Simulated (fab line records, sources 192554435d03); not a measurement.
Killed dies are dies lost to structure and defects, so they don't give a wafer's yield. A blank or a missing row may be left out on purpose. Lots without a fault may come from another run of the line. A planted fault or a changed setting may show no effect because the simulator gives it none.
Split-lot experiment | flow n5_finfet | 7 lots, 21 wafers read, on a route of 1938 steps

THE SPLIT
At N5_BEOL_M6_EXPOSE_25 (exposes mask V5, target cd 40 nm), the setting dose_mj was moved away from the recipe's 45 on 4 of the 21 wafers read, by +5.2% to +5.6%. The other wafers ran this setting at the recipe's value.

FROM THE SPLIT TO THE READING: what the file shows between them, 5 steps
- N5_BEOL_M6_PEB_26: peb time 60 s
- N5_BEOL_M6_DEVELOP_27: develop time 30 s
- N5_BEOL_M6_DESCUM_33: chemistry O2, time 7 s
- N5_BEOL_M6_ETCH_72: etches underlayer in N2/H2, target depth 6.5 nm, time 5.2 s
- N5_BEOL_M6_ETCH_65: etches SiARC in CF4, target depth 15.6 nm, time 26 s

THE READING
BEOL_M6.cd_nm (the simulator's own value, which no gauge read), in nm, at N5_BEOL_M6_ETCH_66 (etches SOC in N2/H2, target depth 80 nm, overetch 16 nm, time 120 s). The file gives no usual value for it. The 17 wafers here that ran the recipe average 40.0 nm, standard deviation 0.21 nm.

wafer  | tool, chamber at the split | dose_mj as run | against the recipe | BEOL_M6.cd_nm, nm | against lot-mates on the recipe
L077.3 | euv_scanner-02, 0          | 45             | recipe             | 39.6              | -
L077.4 | euv_scanner-02, 0          | 45             | recipe             | 40                | -
L077.5 | euv_scanner-02, 0          | 45             | recipe             | 39.6              | -
L079.1 | euv_scanner-02, 0          | 45             | recipe             | 40.2              | -
L079.3 | euv_scanner-02, 0          | 45             | recipe             | 40                | -
L079.5 | euv_scanner-02, 0          | 45             | recipe             | 40                | -
L080.2 | euv_scanner-01, 0          | 47.52          | +5.6%              | 41                | +1.0
L080.5 | euv_scanner-01, 0          | 47.52          | +5.6%              | 41.2              | +1.2
L080.6 | euv_scanner-01, 0          | 45             | recipe             | 40                | -
L085.1 | euv_scanner-01, 0          | 47.35          | +5.2%              | 41.4              | +1.0
L085.5 | euv_scanner-01, 0          | 47.35          | +5.2%              | 41.2              | +0.8
L085.6 | euv_scanner-01, 0          | 45             | recipe             | 40.4              | -
L088.2 | euv_scanner-02, 0          | 45             | recipe             | 40.2              | -
L088.3 | euv_scanner-02, 0          | 45             | recipe             | 40                | -
L088.6 | euv_scanner-02, 0          | 45             | recipe             | 40.2              | -
L092.1 | euv_scanner-01, 0          | 45             | recipe             | 40                | -
L092.2 | euv_scanner-01, 0          | 45             | recipe             | 39.8              | -
L092.3 | euv_scanner-01, 0          | 45             | recipe             | 40                | -
L095.1 | euv_scanner-02, 0          | 45             | recipe             | 40.2              | -
L095.3 | euv_scanner-02, 0          | 45             | recipe             | 40.2              | -
L095.6 | euv_scanner-02, 0          | 45             | recipe             | 40.2              | -

THE FIT
A straight line over all 21 wafers: BEOL_M6.cd_nm changes by +0.214 nm for each +1% of dose_mj; r = +0.91; the points scatter about the line by 0.21 nm.
The same after taking each lot's own level away (the mean of its wafers on the recipe; 21 wafers): +0.185 nm for each +1%; r = +0.96; scatter 0.11 nm.
On that fit, the largest move of dose_mj shifts the reading by 1 nm.
The lots' own levels span 39.73 to 40.40 nm, that is 3.2 times the standard deviation above.
So the lot-to-lot level changes the slope: the two fits differ.
Check: with one of the wafers moved furthest among these (+5.6%) left out of the fit, the line predicts +1.05 nm for it against its lot-mates. It came out at +1 nm against them.

OTHER SPLITS ON THESE WAFERS
These wafers also went through other splits before the reading. Each is held against what the fit with the lots' levels taken away leaves over:
other split on the same wafers | wafers away from the commonest value | r with BEOL_M6.cd_nm (lot level and that fit taken away)
N5_BEOL_M5_ETCH_41 source_w    | 7                                    | +0.12

THE WHOLE CHAIN: every reading that the file lists as answering this split, in the file's order
step                 | what it does                                                        | reading                                                        | change (the file's fit)               | r (the file's)
N5_BEOL_M6_DESCUM_33 | chemistry O2, time 7 s                                              | BEOL_M6.cd_nm (the simulator's own value, which no gauge read) | +0.194 nm for each +1% of the setting | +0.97
N5_BEOL_M6_ETCH_72   | etches underlayer in N2/H2, target depth 6.5 nm, time 5.2 s         | BEOL_M6.cd_nm (the simulator's own value, which no gauge read) | +0.23 nm for each +1% of the setting  | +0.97
N5_BEOL_M6_ETCH_65   | etches SiARC in CF4, target depth 15.6 nm, time 26 s                | BEOL_M6.cd_nm (the simulator's own value, which no gauge read) | +0.221 nm for each +1% of the setting | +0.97
N5_BEOL_M6_ETCH_66   | etches SOC in N2/H2, target depth 80 nm, overetch 16 nm, time 120 s | BEOL_M6.cd_nm (the simulator's own value, which no gauge read) | +0.185 nm for each +1% of the setting | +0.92

THE FILE'S OWN FIT
BEOL_M6.cd_nm changes by +0.185 nm for each +1% of dose_mj, r = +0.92.
